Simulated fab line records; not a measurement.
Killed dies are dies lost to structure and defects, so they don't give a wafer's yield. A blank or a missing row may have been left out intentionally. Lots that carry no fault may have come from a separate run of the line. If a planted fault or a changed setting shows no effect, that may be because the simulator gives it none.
fab line records / flow nand-harc
record lots=14 wafers=40 last-day=33
route steps=1302 shown P_BONDPAD@369 A_ZERO_WELL@411 A_ONON_D1@426
lots that met no fault: from a run of the same line without faults
start-h: start of the lot's first displayed wafer, in hours after the record's first day / wait-h: how many hours have passed since the lot's step before this one / " as in the row above / L1.1+2: a single row standing in for several wafers / - value missing, or start not given / * or withheld: withheld / < > ~ a bound
route shown NAME@n: a module of which the file shows steps, and the number in the route of the first / usual: average and standard deviation across the fault-free wafers / same: alike in all rows / chamber/n: place in a boat / sites: the reading at each site / _std_site: how widely they spread, as a standard deviation / _edge_site: outer sites' mean less inner sites' / radius-mm: how far each site lies from the wafer's centre / mask NAME#n: copy n / behind: tool/chamber where the wafer was last shaped / hold: why the lot was held/for how many hours/how that ended / device: the n, p or np transistor that did not switch / end of line: the route-end tests of the same wafers / where a step has no rows: the recipe by itself / killed: dies that structure and defects cost at the first sort, which is not the same as the wafer's yield / map: a wafer's dies, marking killed ones x, the rest . and places with no die _
set.NAME: the setting that was run; set.NAME@STEP: the one run at that earlier step / model.NAME: the simulator's own value behind a step, which no gauge read
one table for each step of the route and one row for each wafer, over a sample of lots
services: when a tool's chamber went out of use (start-h, in hours from the record's first day, below 0 if earlier), for how many hours, and the reason
## steps
# step NHARC_P_BONDPAD_ETCH_12
# recipe target-depth-a=2000 time-s=100 chf3-flow-sccm=50 o2-flow-sccm=10 ar-flow-sccm=200 rf-w=500 bias-w=200 chemistry=CHF3/O2
# usual drypump-motor-current-A=5.6/0.66 oes-product-au=0.946/0.021 rf-vpp-V=371.6/1.8 showerhead-plenum-p-Torr=2.45/0.077 throttle-valve-pct=20.573/0.0091
lot.wafer=L508.4 tool=rie-diel-13 chamber=2 start-h=- wait-h=- drypump-motor-current-A=4.7 oes-product-au=0.927 rf-hours-counter-h=4.8 rf-vpp-V=369.2 showerhead-plenum-p-Torr=2.40 throttle-valve-pct=20.574
lot.wafer=L508.3 tool=rie-diel-13 chamber=3 start-h=- wait-h=- drypump-motor-current-A=5.5 oes-product-au=0.920 rf-hours-counter-h=4.2 rf-vpp-V=367.1 showerhead-plenum-p-Torr=2.32 throttle-valve-pct=20.572
lot.wafer=L508.1 tool=rie-diel-13 chamber=0 start-h=- wait-h=- drypump-motor-current-A=6.5 oes-product-au=0.928 rf-hours-counter-h=4.1 rf-vpp-V=372.0 showerhead-plenum-p-Torr=2.43 throttle-valve-pct=20.568
lot.wafer=L511.1 tool=rie-diel-07 chamber=3 start-h=- wait-h=- drypump-motor-current-A=6.3 oes-product-au=0.962 rf-hours-counter-h=2.7 rf-vpp-V=372.2 showerhead-plenum-p-Torr=2.45 throttle-valve-pct=20.584
lot.wafer=L511.3 tool=rie-diel-07 chamber=0 start-h=- wait-h=- drypump-motor-current-A=5.8 oes-product-au=0.951 rf-hours-counter-h=1.8 rf-vpp-V=371.9 showerhead-plenum-p-Torr=2.46 throttle-valve-pct=20.565
lot.wafer=L511.4 tool=rie-diel-07 chamber=1 start-h=- wait-h=- drypump-motor-current-A=6.4 oes-product-au=0.972 rf-hours-counter-h=2.5 rf-vpp-V=374.8 showerhead-plenum-p-Torr=2.56 throttle-valve-pct=20.579
lot.wafer=L512.2 tool=rie-diel-07 chamber=3 start-h=- wait-h=- drypump-motor-current-A=6.3 oes-product-au=0.914 rf-hours-counter-h=4.2 rf-vpp-V=371.4 showerhead-plenum-p-Torr=2.45 throttle-valve-pct=20.560
lot.wafer=L512.3 tool=rie-diel-07 chamber=0 start-h=- wait-h=- drypump-motor-current-A=5.8 oes-product-au=0.922 rf-hours-counter-h=3.9 rf-vpp-V=371.8 showerhead-plenum-p-Torr=2.46 throttle-valve-pct=20.559
lot.wafer=L512.5 tool=rie-diel-07 chamber=2 start-h=- wait-h=- drypump-motor-current-A=4.6 oes-product-au=0.912 rf-hours-counter-h=- rf-vpp-V=372.0 showerhead-plenum-p-Torr=2.51 throttle-valve-pct=20.552
lot.wafer=L513.3 tool=rie-diel-13 chamber=2 start-h=- wait-h=- drypump-motor-current-A=4.7 oes-product-au=0.981 rf-hours-counter-h=0.6 rf-vpp-V=370.5 showerhead-plenum-p-Torr=2.40 throttle-valve-pct=20.575
lot.wafer=L513.4 tool=rie-diel-13 chamber=0 start-h=- wait-h=- drypump-motor-current-A=6.5 oes-product-au=0.959 rf-hours-counter-h=0.7 rf-vpp-V=370.6 showerhead-plenum-p-Torr=2.43 throttle-valve-pct=20.575
lot.wafer=L513.6 tool=rie-diel-13 chamber=3 start-h=- wait-h=- drypump-motor-current-A=5.5 oes-product-au=0.969 rf-hours-counter-h=- rf-vpp-V=368.5 showerhead-plenum-p-Torr=2.32 throttle-valve-pct=20.571
lot.wafer=L515.5 tool=rie-diel-07 chamber=2 start-h=- wait-h=- drypump-motor-current-A=4.6 oes-product-au=0.941 rf-hours-counter-h=- rf-vpp-V=373.5 showerhead-plenum-p-Torr=2.51 throttle-valve-pct=20.566
lot.wafer=L516.3 tool=rie-diel-13 chamber=3 start-h=- wait-h=- drypump-motor-current-A=5.5 oes-product-au=0.974 rf-hours-counter-h=1.2 rf-vpp-V=368.9 showerhead-plenum-p-Torr=2.32 throttle-valve-pct=20.569
lot.wafer=L516.2 tool=rie-diel-13 chamber=2 start-h=- wait-h=- drypump-motor-current-A=4.7 oes-product-au=0.961 rf-hours-counter-h=1.4 rf-vpp-V=372.6 showerhead-plenum-p-Torr=2.40 throttle-valve-pct=20.587
lot.wafer=L516.5 tool=rie-diel-13 chamber=3 start-h=- wait-h=- drypump-motor-current-A=5.5 oes-product-au=0.970 rf-hours-counter-h=- rf-vpp-V=369.8 showerhead-plenum-p-Torr=2.32 throttle-valve-pct=20.554
lot.wafer=L522.2 tool=rie-diel-07 chamber=3 start-h=- wait-h=- drypump-motor-current-A=6.3 oes-product-au=0.970 rf-hours-counter-h=9.3 rf-vpp-V=371.9 showerhead-plenum-p-Torr=2.44 throttle-valve-pct=20.564
lot.wafer=L522.4 tool=rie-diel-07 chamber=0 start-h=- wait-h=- drypump-motor-current-A=5.8 oes-product-au=0.938 rf-hours-counter-h=9.1 rf-vpp-V=371.0 showerhead-plenum-p-Torr=2.46 throttle-valve-pct=20.572
lot.wafer=L522.1 tool=rie-diel-07 chamber=1 start-h=- wait-h=- drypump-motor-current-A=6.4 oes-product-au=0.966 rf-hours-counter-h=8.4 rf-vpp-V=374.4 showerhead-plenum-p-Torr=2.56 throttle-valve-pct=20.563
lot.wafer=L524.3 tool=rie-diel-09 chamber=3 start-h=- wait-h=- drypump-motor-current-A=5.8 oes-product-au=0.917 rf-hours-counter-h=4.4 rf-vpp-V=373.0 showerhead-plenum-p-Torr=2.50 throttle-valve-pct=20.563
lot.wafer=L524.2 tool=rie-diel-09 chamber=2 start-h=- wait-h=- drypump-motor-current-A=4.8 oes-product-au=0.914 rf-hours-counter-h=6.0 rf-vpp-V=372.6 showerhead-plenum-p-Torr=2.52 throttle-valve-pct=20.569
lot.wafer=L524.5 tool=rie-diel-09 chamber=3 start-h=- wait-h=- drypump-motor-current-A=5.9 oes-product-au=0.921 rf-hours-counter-h=- rf-vpp-V=372.2 showerhead-plenum-p-Torr=2.50 throttle-valve-pct=20.580
lot.wafer=L525.3 tool=rie-diel-07 chamber=0 start-h=- wait-h=- drypump-motor-current-A=5.8 oes-product-au=0.960 rf-hours-counter-h=0.5 rf-vpp-V=371.8 showerhead-plenum-p-Torr=2.45 throttle-valve-pct=20.579
lot.wafer=L525.6 tool=rie-diel-07 chamber=3 start-h=- wait-h=- drypump-motor-current-A=6.3 oes-product-au=0.959 rf-hours-counter-h=- rf-vpp-V=371.4 showerhead-plenum-p-Torr=2.44 throttle-valve-pct=20.571
lot.wafer=L525.5 tool=rie-diel-07 chamber=0 start-h=- wait-h=- drypump-motor-current-A=5.8 oes-product-au=0.951 rf-hours-counter-h=- rf-vpp-V=371.1 showerhead-plenum-p-Torr=2.46 throttle-valve-pct=20.575
lot.wafer=L526.2 tool=rie-diel-07 chamber=0 start-h=- wait-h=- drypump-motor-current-A=5.8 oes-product-au=0.952 rf-hours-counter-h=0.7 rf-vpp-V=372.4 showerhead-plenum-p-Torr=2.46 throttle-valve-pct=20.563
lot.wafer=L526.4 tool=rie-diel-07 chamber=2 start-h=- wait-h=- drypump-motor-current-A=4.6 oes-product-au=0.974 rf-hours-counter-h=0.7 rf-vpp-V=371.5 showerhead-plenum-p-Torr=2.51 throttle-valve-pct=20.584
lot.wafer=L526.5 tool=rie-diel-07 chamber=0 start-h=- wait-h=- drypump-motor-current-A=5.8 oes-product-au=0.959 rf-hours-counter-h=- rf-vpp-V=372.8 showerhead-plenum-p-Torr=2.45 throttle-valve-pct=20.574
lot.wafer=L527.4 tool=rie-diel-13 chamber=2 start-h=- wait-h=- drypump-motor-current-A=4.7 oes-product-au=0.938 rf-hours-counter-h=3.6 rf-vpp-V=369.9 showerhead-plenum-p-Torr=2.40 throttle-valve-pct=20.571
lot.wafer=L527.2 tool=rie-diel-13 chamber=3 start-h=- wait-h=- drypump-motor-current-A=5.5 oes-product-au=0.927 rf-hours-counter-h=3.9 rf-vpp-V=368.2 showerhead-plenum-p-Torr=2.32 throttle-valve-pct=20.571
lot.wafer=L527.6 tool=rie-diel-13 chamber=3 start-h=- wait-h=- drypump-motor-current-A=5.5 oes-product-au=0.932 rf-hours-counter-h=- rf-vpp-V=369.0 showerhead-plenum-p-Torr=2.32 throttle-valve-pct=20.573
lot.wafer=L528.4 tool=rie-diel-07 chamber=0 start-h=- wait-h=- drypump-motor-current-A=5.8 oes-product-au=0.968 rf-hours-counter-h=2.5 rf-vpp-V=371.3 showerhead-plenum-p-Torr=2.45 throttle-valve-pct=20.556
lot.wafer=L528.3 tool=rie-diel-07 chamber=1 start-h=- wait-h=- drypump-motor-current-A=6.4 oes-product-au=0.976 rf-hours-counter-h=1.5 rf-vpp-V=373.5 showerhead-plenum-p-Torr=2.56 throttle-valve-pct=20.583
lot.wafer=L528.5 tool=rie-diel-07 chamber=3 start-h=- wait-h=- drypump-motor-current-A=6.3 oes-product-au=0.955 rf-hours-counter-h=- rf-vpp-V=372.1 showerhead-plenum-p-Torr=2.44 throttle-valve-pct=20.581
lot.wafer=L529.1 tool=rie-diel-07 chamber=3 start-h=- wait-h=- drypump-motor-current-A=6.3 oes-product-au=0.965 rf-hours-counter-h=3.6 rf-vpp-V=370.3 showerhead-plenum-p-Torr=2.44 throttle-valve-pct=20.581
lot.wafer=L529.2 tool=rie-diel-07 chamber=1 start-h=- wait-h=- drypump-motor-current-A=6.4 oes-product-au=0.987 rf-hours-counter-h=2.4 rf-vpp-V=373.9 showerhead-plenum-p-Torr=2.56 throttle-valve-pct=20.572
lot.wafer=L529.5 tool=rie-diel-07 chamber=0 start-h=- wait-h=- drypump-motor-current-A=5.9 oes-product-au=0.954 rf-hours-counter-h=- rf-vpp-V=372.2 showerhead-plenum-p-Torr=2.45 throttle-valve-pct=20.575
lot.wafer=L530.1 tool=rie-diel-07 chamber=0 start-h=- wait-h=- drypump-motor-current-A=5.8 oes-product-au=0.974 rf-hours-counter-h=4.0 rf-vpp-V=372.0 showerhead-plenum-p-Torr=2.45 throttle-valve-pct=20.581
lot.wafer=L530.3 tool=rie-diel-07 chamber=2 start-h=- wait-h=- drypump-motor-current-A=4.6 oes-product-au=0.949 rf-hours-counter-h=4.2 rf-vpp-V=372.0 showerhead-plenum-p-Torr=2.51 throttle-valve-pct=20.580
lot.wafer=L530.5 tool=rie-diel-07 chamber=0 start-h=- wait-h=- drypump-motor-current-A=5.8 oes-product-au=0.957 rf-hours-counter-h=- rf-vpp-V=371.2 showerhead-plenum-p-Torr=2.45 throttle-valve-pct=20.569
# step NHARC_A_ZERO_WELL_RTA_16
# recipe temp-c=1000 time-s=10
# usual lamp-power-pct=29.89/0.084 lamp_zone_6_pct=29.83/0.081 wafer_temp_C_max=1006.0/1.1
lot.wafer=L508.1 tool=rtp-anneal-02 chamber=0 start-h=156.87 wait-h=- lamp-power-pct=29.78 lamp_zone_6_pct=29.74 wafer_temp_C_max=1007.2
lot.wafer=L508.3 tool=rtp-anneal-02 chamber=0 start-h=156.87 wait-h=- lamp-power-pct=29.82 lamp_zone_6_pct=29.76 wafer_temp_C_max=1005.1
lot.wafer=L508.4 tool=rtp-anneal-02 chamber=0 start-h=156.87 wait-h=- lamp-power-pct=29.85 lamp_zone_6_pct=29.77 wafer_temp_C_max=1005.0
lot.wafer=L511.1 tool=rtp-anneal-01 chamber=0 start-h=172.94 wait-h=- lamp-power-pct=30.01 lamp_zone_6_pct=29.95 wafer_temp_C_max=1004.7
lot.wafer=L511.3 tool=rtp-anneal-01 chamber=0 start-h=172.94 wait-h=- lamp-power-pct=29.93 lamp_zone_6_pct=29.95 wafer_temp_C_max=1008.4
lot.wafer=L511.4 tool=rtp-anneal-01 chamber=0 start-h=172.94 wait-h=- lamp-power-pct=30.02 lamp_zone_6_pct=29.94 wafer_temp_C_max=1005.6
lot.wafer=L512.2 tool=rtp-anneal-02 chamber=0 start-h=185.77 wait-h=- lamp-power-pct=29.79 lamp_zone_6_pct=29.75 wafer_temp_C_max=1006.0
lot.wafer=L512.3 tool=rtp-anneal-02 chamber=0 start-h=185.77 wait-h=- lamp-power-pct=29.75 lamp_zone_6_pct=29.76 wafer_temp_C_max=1005.3
lot.wafer=L512.5 tool=rtp-anneal-02 chamber=0 start-h=185.77 wait-h=- lamp-power-pct=29.81 lamp_zone_6_pct=29.79 wafer_temp_C_max=1004.9
lot.wafer=L513.3 tool=rtp-anneal-01 chamber=0 start-h=199.89 wait-h=- lamp-power-pct=29.96 lamp_zone_6_pct=29.90 wafer_temp_C_max=1005.4
lot.wafer=L513.4 tool=rtp-anneal-01 chamber=0 start-h=199.89 wait-h=- lamp-power-pct=29.98 lamp_zone_6_pct=29.89 wafer_temp_C_max=1006.6
lot.wafer=L513.6 tool=rtp-anneal-01 chamber=0 start-h=199.89 wait-h=- lamp-power-pct=29.96 lamp_zone_6_pct=29.95 wafer_temp_C_max=1006.7
lot.wafer=L515.5 tool=rtp-anneal-01 chamber=0 start-h=207.63 wait-h=- lamp-power-pct=30.01 lamp_zone_6_pct=29.93 wafer_temp_C_max=1009.1
lot.wafer=L516.2 tool=rtp-anneal-02 chamber=0 start-h=221.35 wait-h=- lamp-power-pct=29.78 lamp_zone_6_pct=29.74 wafer_temp_C_max=1006.5
lot.wafer=L516.3 tool=rtp-anneal-02 chamber=0 start-h=221.35 wait-h=- lamp-power-pct=29.77 lamp_zone_6_pct=29.71 wafer_temp_C_max=1006.9
lot.wafer=L516.5 tool=rtp-anneal-02 chamber=0 start-h=221.35 wait-h=- lamp-power-pct=29.79 lamp_zone_6_pct=29.73 wafer_temp_C_max=1007.7
lot.wafer=L522.1 tool=rtp-anneal-01 chamber=0 start-h=285.49 wait-h=- lamp-power-pct=29.96 lamp_zone_6_pct=29.86 wafer_temp_C_max=1006.5
lot.wafer=L522.2 tool=rtp-anneal-01 chamber=0 start-h=285.49 wait-h=- lamp-power-pct=29.99 lamp_zone_6_pct=29.95 wafer_temp_C_max=1007.5
lot.wafer=L522.4 tool=rtp-anneal-01 chamber=0 start-h=285.49 wait-h=- lamp-power-pct=29.95 lamp_zone_6_pct=29.90 wafer_temp_C_max=1005.2
lot.wafer=L524.2 tool=rtp-anneal-02 chamber=0 start-h=307.51 wait-h=- lamp-power-pct=29.79 lamp_zone_6_pct=29.79 wafer_temp_C_max=1005.4
lot.wafer=L524.3 tool=rtp-anneal-02 chamber=0 start-h=307.51 wait-h=- lamp-power-pct=29.84 lamp_zone_6_pct=29.80 wafer_temp_C_max=1006.2
lot.wafer=L524.5 tool=rtp-anneal-02 chamber=0 start-h=307.51 wait-h=- lamp-power-pct=29.82 lamp_zone_6_pct=29.74 wafer_temp_C_max=1004.0
lot.wafer=L525.3 tool=rtp-anneal-01 chamber=0 start-h=316.25 wait-h=- lamp-power-pct=30.01 lamp_zone_6_pct=29.89 wafer_temp_C_max=1005.8
lot.wafer=L525.5 tool=rtp-anneal-01 chamber=0 start-h=316.25 wait-h=- lamp-power-pct=29.97 lamp_zone_6_pct=29.91 wafer_temp_C_max=1004.5
lot.wafer=L525.6 tool=rtp-anneal-01 chamber=0 start-h=316.25 wait-h=- lamp-power-pct=29.96 lamp_zone_6_pct=29.87 wafer_temp_C_max=1005.8
lot.wafer=L526.2 tool=rtp-anneal-01 chamber=0 start-h=321.40 wait-h=- lamp-power-pct=29.94 lamp_zone_6_pct=29.93 wafer_temp_C_max=1007.6
lot.wafer=L526.4 tool=rtp-anneal-01 chamber=0 start-h=321.40 wait-h=- lamp-power-pct=29.98 lamp_zone_6_pct=29.87 wafer_temp_C_max=1006.0
lot.wafer=L526.5 tool=rtp-anneal-01 chamber=0 start-h=321.40 wait-h=- lamp-power-pct=29.94 lamp_zone_6_pct=29.87 wafer_temp_C_max=1005.9
lot.wafer=L527.2 tool=rtp-anneal-02 chamber=0 start-h=330.03 wait-h=- lamp-power-pct=29.81 lamp_zone_6_pct=29.80 wafer_temp_C_max=1008.5
lot.wafer=L527.4 tool=rtp-anneal-02 chamber=0 start-h=330.03 wait-h=- lamp-power-pct=29.80 lamp_zone_6_pct=29.72 wafer_temp_C_max=1007.6
lot.wafer=L527.6 tool=rtp-anneal-02 chamber=0 start-h=330.03 wait-h=- lamp-power-pct=29.82 lamp_zone_6_pct=29.71 wafer_temp_C_max=1006.8
lot.wafer=L528.3 tool=rtp-anneal-02 chamber=0 start-h=336.07 wait-h=- lamp-power-pct=29.83 lamp_zone_6_pct=29.76 wafer_temp_C_max=1005.7
lot.wafer=L528.4 tool=rtp-anneal-02 chamber=0 start-h=336.07 wait-h=- lamp-power-pct=29.81 lamp_zone_6_pct=29.68 wafer_temp_C_max=1005.2
lot.wafer=L528.5 tool=rtp-anneal-02 chamber=0 start-h=336.07 wait-h=- lamp-power-pct=29.79 lamp_zone_6_pct=29.70 wafer_temp_C_max=1005.1
lot.wafer=L529.1 tool=rtp-anneal-01 chamber=0 start-h=347.35 wait-h=- lamp-power-pct=29.94 lamp_zone_6_pct=29.88 wafer_temp_C_max=1006.6
lot.wafer=L529.2 tool=rtp-anneal-01 chamber=0 start-h=347.35 wait-h=- lamp-power-pct=29.94 lamp_zone_6_pct=29.87 wafer_temp_C_max=1005.3
lot.wafer=L529.5 tool=rtp-anneal-01 chamber=0 start-h=347.35 wait-h=- lamp-power-pct=29.90 lamp_zone_6_pct=29.84 wafer_temp_C_max=1006.1
lot.wafer=L530.1 tool=rtp-anneal-02 chamber=0 start-h=361.35 wait-h=- lamp-power-pct=29.86 lamp_zone_6_pct=29.79 wafer_temp_C_max=1006.2
lot.wafer=L530.3 tool=rtp-anneal-02 chamber=0 start-h=361.35 wait-h=- lamp-power-pct=29.85 lamp_zone_6_pct=29.82 wafer_temp_C_max=1006.9
lot.wafer=L530.5 tool=rtp-anneal-02 chamber=0 start-h=361.35 wait-h=- lamp-power-pct=29.84 lamp_zone_6_pct=29.74 wafer_temp_C_max=1005.2
# step NHARC_A_ONON_D1_DEP_03
# recipe target-thk-a=10000 n2-flow-sccm=2750 n2o-flow-sccm=2000 nh3-flow-sccm=500 sih4-flow-sccm=210 temp-c=400
lot.wafer=L508.1+3+4 tool=pecvd-onon-03 chamber=0 start-h=176.88 wait-h=0.1
lot.wafer=L511.1+3+4 tool=pecvd-onon-01 chamber=0 start-h=193.10 wait-h=0.1
lot.wafer=L512.2+3+5 tool=pecvd-onon-02 chamber=0 start-h=207.08 wait-h=0.1
lot.wafer=L513.3+4+6 tool=pecvd-onon-03 chamber=0 start-h=222.07 wait-h=0.2
lot.wafer=L515.5 tool=pecvd-onon-01 chamber=0 start-h=229.32 wait-h=0.3
lot.wafer=L516.2+3+5 tool=pecvd-onon-01 chamber=0 start-h=241.84 wait-h=0.1
lot.wafer=L522.1+2+4 tool=pecvd-onon-03 chamber=0 start-h=306.37 wait-h=0.1
lot.wafer=L524.2+3+5 tool=pecvd-onon-02 chamber=0 start-h=329.10 wait-h=0.1
lot.wafer=L525.3+5+6 tool=pecvd-onon-01 chamber=0 start-h=337.03 wait-h=0.2
lot.wafer=L526.2+4+5 tool=pecvd-onon-03 chamber=0 start-h=343.06 wait-h=0.1
lot.wafer=L527.2+4+6 tool=pecvd-onon-03 chamber=0 start-h=354.23 wait-h=0.1
lot.wafer=L528.3+4+5 tool=pecvd-onon-01 chamber=0 start-h=359.55 wait-h=0.2
lot.wafer=L529.1+2+5 tool=pecvd-onon-03 chamber=0 start-h=372.33 wait-h=0.1
lot.wafer=L530.1+3+5 tool=pecvd-onon-03 chamber=0 start-h=389.20 wait-h=0.1
# step NHARC_A_ONON_D1_THK_MEAS_05
# recipe thk-meas-gauge=ellipsometry
# usual thk-nm=1000/9.4
lot.wafer=L508.1 tool=film-metro-01 chamber=- start-h=177.39 wait-h=- hold=- thk-nm=978
lot.wafer=L508.3 tool=film-metro-01 chamber=- start-h=177.39 wait-h=- hold=- thk-nm=980
lot.wafer=L508.4 tool=film-metro-01 chamber=- start-h=177.39 wait-h=- hold=- thk-nm=978
lot.wafer=L511.1 tool=film-metro-01 chamber=- start-h=193.62 wait-h=- hold=- thk-nm=1010
lot.wafer=L511.3 tool=film-metro-01 chamber=- start-h=193.62 wait-h=- hold=- thk-nm=1011
lot.wafer=L511.4 tool=film-metro-01 chamber=- start-h=193.62 wait-h=- hold=- thk-nm=1012
lot.wafer=L512.2 tool=film-metro-02 chamber=- start-h=207.53 wait-h=- hold=- thk-nm=990
lot.wafer=L512.3 tool=film-metro-02 chamber=- start-h=207.53 wait-h=- hold=- thk-nm=993
lot.wafer=L512.5 tool=film-metro-02 chamber=- start-h=207.53 wait-h=- hold=- thk-nm=993
lot.wafer=L513.3 tool=film-metro-01 chamber=- start-h=222.47 wait-h=- hold=- thk-nm=1018
lot.wafer=L513.4 tool=film-metro-01 chamber=- start-h=222.47 wait-h=- hold=- thk-nm=1017
lot.wafer=L513.6 tool=film-metro-01 chamber=- start-h=222.47 wait-h=- hold=- thk-nm=1017
lot.wafer=L515.5 tool=film-metro-02 chamber=- start-h=229.60 wait-h=- hold=await-dispo/0.2h/release thk-nm=339
lot.wafer=L515.5 tool=film-metro-02 chamber=- start-h=229.77 wait-h=0.2 hold=- thk-nm=338
lot.wafer=L516.2 tool=film-metro-01 chamber=- start-h=242.29 wait-h=- hold=await-dispo/0.2h/release thk-nm=338
lot.wafer=L516.3 tool=film-metro-01 chamber=- start-h=242.29 wait-h=- hold=await-dispo/0.2h/release thk-nm=1004
lot.wafer=L516.5 tool=film-metro-01 chamber=- start-h=242.29 wait-h=- hold=await-dispo/0.2h/release thk-nm=341
lot.wafer=L516.2 tool=film-metro-01 chamber=- start-h=242.46 wait-h=0.2 hold=- thk-nm=339
lot.wafer=L516.3 tool=film-metro-01 chamber=- start-h=242.46 wait-h=0.2 hold=- thk-nm=1004
lot.wafer=L516.5 tool=film-metro-01 chamber=- start-h=242.46 wait-h=0.2 hold=- thk-nm=340
lot.wafer=L522.1 tool=film-metro-02 chamber=- start-h=306.88 wait-h=- hold=- thk-nm=989
lot.wafer=L522.2 tool=film-metro-02 chamber=- start-h=306.88 wait-h=- hold=- thk-nm=992
lot.wafer=L522.4 tool=film-metro-02 chamber=- start-h=306.88 wait-h=- hold=- thk-nm=990
lot.wafer=L524.2 tool=film-metro-01 chamber=- start-h=329.55 wait-h=- hold=- thk-nm=996
lot.wafer=L524.3 tool=film-metro-01 chamber=- start-h=329.55 wait-h=- hold=- thk-nm=996
lot.wafer=L524.5 tool=film-metro-01 chamber=- start-h=329.55 wait-h=- hold=- thk-nm=995
lot.wafer=L525.3 tool=film-metro-02 chamber=- start-h=337.42 wait-h=- hold=- thk-nm=1020
lot.wafer=L525.5 tool=film-metro-02 chamber=- start-h=337.42 wait-h=- hold=- thk-nm=1019
lot.wafer=L525.6 tool=film-metro-02 chamber=- start-h=337.42 wait-h=- hold=- thk-nm=1019
lot.wafer=L526.2 tool=film-metro-01 chamber=- start-h=343.51 wait-h=- hold=- thk-nm=1003
lot.wafer=L526.4 tool=film-metro-01 chamber=- start-h=343.51 wait-h=- hold=- thk-nm=1004
lot.wafer=L526.5 tool=film-metro-01 chamber=- start-h=343.51 wait-h=- hold=- thk-nm=1003
lot.wafer=L527.2 tool=film-metro-01 chamber=- start-h=354.69 wait-h=- hold=- thk-nm=1004
lot.wafer=L527.4 tool=film-metro-01 chamber=- start-h=354.69 wait-h=- hold=- thk-nm=1002
lot.wafer=L527.6 tool=film-metro-01 chamber=- start-h=354.69 wait-h=- hold=- thk-nm=1002
lot.wafer=L528.3 tool=film-metro-01 chamber=- start-h=359.94 wait-h=- hold=- thk-nm=1000
lot.wafer=L528.4 tool=film-metro-01 chamber=- start-h=359.94 wait-h=- hold=- thk-nm=1000
lot.wafer=L528.5 tool=film-metro-01 chamber=- start-h=359.94 wait-h=- hold=- thk-nm=997
lot.wafer=L529.1 tool=film-metro-01 chamber=- start-h=372.84 wait-h=- hold=- thk-nm=1000
lot.wafer=L529.2 tool=film-metro-01 chamber=- start-h=372.84 wait-h=- hold=- thk-nm=1001
lot.wafer=L529.5 tool=film-metro-01 chamber=- start-h=372.84 wait-h=- hold=- thk-nm=1001
lot.wafer=L530.1 tool=film-metro-01 chamber=- start-h=389.71 wait-h=- hold=- thk-nm=985
lot.wafer=L530.3 tool=film-metro-01 chamber=- start-h=389.71 wait-h=- hold=- thk-nm=988
lot.wafer=L530.5 tool=film-metro-01 chamber=- start-h=389.71 wait-h=- hold=- thk-nm=987
## services
tool=rie-diel-09 chamber=- start-h=143.11 hours=9.0 kind=pm
tool=rie-diel-13 chamber=- start-h=165.00 hours=9.0 kind=pm
tool=pecvd-onon-01 chamber=- start-h=169.25 hours=6.8 kind=repair
tool=pecvd-onon-02 chamber=- start-h=185.08 hours=13.0 kind=pm
tool=rie-diel-09 chamber=0 start-h=186.43 hours=3.3 kind=repair
tool=rie-diel-13 chamber=- start-h=212.48 hours=3.7 kind=repair
tool=rie-diel-13 chamber=2 start-h=222.27 hours=7.7 kind=repair
tool=pecvd-onon-03 chamber=- start-h=227.00 hours=13.0 kind=pm
tool=rie-diel-07 chamber=1 start-h=228.39 hours=4.5 kind=repair
tool=rie-diel-13 chamber=0 start-h=235.92 hours=2.8 kind=repair
tool=rie-diel-09 chamber=1 start-h=236.67 hours=3.8 kind=repair
tool=rie-diel-09 chamber=0 start-h=255.07 hours=1.9 kind=repair
tool=pecvd-onon-01 chamber=- start-h=269.15 hours=13.0 kind=pm
tool=rie-diel-07 chamber=- start-h=274.55 hours=0.6 kind=repair
tool=rie-diel-09 chamber=3 start-h=279.01 hours=10.7 kind=repair
tool=rie-diel-07 chamber=1 start-h=281.06 hours=35.1 kind=repair
tool=rie-diel-13 chamber=3 start-h=293.07 hours=2.7 kind=repair
tool=rie-diel-07 chamber=- start-h=294.21 hours=9.0 kind=pm
tool=rie-diel-13 chamber=1 start-h=301.11 hours=6.9 kind=repair
tool=rie-diel-09 chamber=- start-h=320.11 hours=9.0 kind=pm
tool=rie-diel-13 chamber=- start-h=342.00 hours=9.0 kind=pm
tool=pecvd-onon-02 chamber=- start-h=366.08 hours=13.0 kind=pm
tool=rtp-anneal-01 chamber=- start-h=372.00 hours=12.0 kind=pm
tool=rie-diel-13 chamber=- start-h=383.48 hours=1.0 kind=repair
## key
first-sign step=NHARC_A_ONON_D1_THK_MEAS_05 reading=visit direction=added
effect step=NHARC_A_ONON_D1_THK_MEAS_05 reading=thk-nm direction=down sigmas=70 usual=1000 struck=339
met-at NHARC_A_ONON_D1_DEP_03
struck-lots L515,L516
struck-wafers L515.5,L516.2,L516.5
later-rows-left-out L515.5,L516.2,L516.5
sort-left-out L515.5,L516.2,L516.5
tester-left-out L515,L516
not-acting-at NHARC_P_BONDPAD_ETCH_12,NHARC_A_ZERO_WELL_RTA_16
onset-between 193.10 229.32
fault kind=process-parameter-drift tool=pecvd-onon-01 chamber=- onset-h=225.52 steps=NHARC_A_ONON_D1_DEP_03 channel=target-thk-a offset=* shape=step end-h=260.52 scope=struck-wafers-only acts-in=* stated=*
# tester-left-out: of these lots the tester's yield and bins aren't shown, on N5 and GAA mostly nor the transistor test; their killed dies are dies lost to structure and defects alone, not to doping, threshold or leakage, so they don't give the yield
# sort-left-out: the simulated sort isn't trusted on such a fault, so these wafers' sort isn't shown, and their yield isn't known
# later-rows-left-out: the simulator's readings of these wafers behind a module that went badly wrong aren't trusted and aren't shown, but for the sort
